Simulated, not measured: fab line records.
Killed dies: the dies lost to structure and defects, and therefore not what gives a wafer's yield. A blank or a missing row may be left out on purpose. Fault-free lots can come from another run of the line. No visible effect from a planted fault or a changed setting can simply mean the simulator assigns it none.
What tool caused it? | flow n5_finfet | 9 lots with 27 wafers sampled at 3 steps, on a route of 1938 steps

## WHAT EACH GAUGE READ, for each wafer
N5_BEOL_M0_OCD_MEAS_108.
lot  | measured     | on     | trench_depth_nm (nm)
L933 | day 6 05:39  | ocd-02 | 33.0 33.6 32.6
L934 | day 6 09:08  | ocd-02 | 33.6 32.4 33.4
L935 | day 6 13:49  | ocd-02 | 34.0 32.0 32.9
L939 | day 8 06:20  | ocd-02 | 32.6 32.1 32.5
L941 | day 8 06:44  | ocd-02 | 32.6 32.0 33.4
L944 | day 8 23:41  | ocd-02 | 35.3 35.5 35.5
L947 | day 9 18:23  | ocd-02 | 35.4 35.0 35.5
L955 | day 11 22:40 | ocd-02 | 31.9 32.6 32.6
L954 | day 12 01:58 | ocd-02 | 32.5 32.2 33.2

## WHAT TOOL EACH LOT RAN ON (gives the tool, then ch and the chambers of the sampled wafers, and finally the start)
lot  | N5_BEOL_M0_SAQP_CUT_ETCH_46        | N5_BEOL_M0_TRENCH_ETCH_107
L933 | rie_diel-05 ch 0,1,2, day 6 02:13  | rie_diel-03 ch 1,2,3, day 6 05:33
L934 | rie_diel-05 ch 0,3, day 6 05:20    | rie_diel-03 ch 1,3, day 6 09:02
L935 | rie_diel-05 ch 0,2, day 6 11:42    | rie_diel-02 ch 1,2,3, day 6 13:43
L939 | rie_diel-05 ch 1,3, day 7 14:16    | rie_diel-06 ch 0,1, day 8 06:14
L941 | rie_diel-01 ch 0,1,3, day 7 22:47  | rie_diel-03 ch 1,2,3, day 8 06:37
L944 | rie_diel-04 ch 0,2, day 8 21:03    | rie_diel-03 ch 0,3, day 8 23:35
L947 | rie_diel-05 ch 0,2,3, day 9 16:01  | rie_diel-03 ch 0,1,3, day 9 18:17
L955 | rie_diel-01 ch 0,1,3, day 11 18:20 | rie_diel-06 ch 0,1, day 11 22:33
L954 | rie_diel-05 ch 0,1,2, day 11 23:37 | rie_diel-02 ch 1,2,3, day 12 01:52
- N5_BEOL_M0_SAQP_CUT_ETCH_46: etches SOC in N2/H2, target depth 135 nm, overetch 27 nm, time 202.5 s.
- N5_BEOL_M0_TRENCH_ETCH_107: etches SiOC in C4F6/O2, target depth 32.8 nm, time 16.4 s.

## THE ANSWER, worked out from the rows above alone
Rule: usual is defined by the lots themselves. The widest of any qualifying gaps counts: lots, ordered by their means at a reading, are off when they make up no more than a third of the lots, leave a main group of 4 or more, and stand apart from it by 3 or more times the standard deviation of that group's means. A main group whose means are all the same, to the digits that the tables above print for the reading, isn't used. A lot without any number at a reading at which 4 lots or more have one is off too. The other lots that the step has rows for count as sound.
Off: L944, L947 (N5_BEOL_M0_OCD_MEAS_108, trench_depth_nm). Main group: mean 32.7 nm, sd 0.29.
A tool fits if, at a process step before that reading, it ran every lot that is off, and no sound lot after the first of them. Those tools and the gauges at N5_BEOL_M0_OCD_MEAS_108 are tried in the same way. One fits: rie_diel-03 at N5_BEOL_M0_TRENCH_ETCH_107. A fault onset in the window from L941 (day 8 06:37, its last sound lot) to L944 (day 8 23:35, its first lot off) fits.

## WHAT HAD BEEN PUT IN BY THE SIMULATOR
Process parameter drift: rie_diel-03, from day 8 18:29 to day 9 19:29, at N5_BEOL_M0_TRENCH_ETCH_107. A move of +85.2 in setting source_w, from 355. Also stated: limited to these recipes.
Struck lots among those shown: L944, L947. The same result came from the rule above.
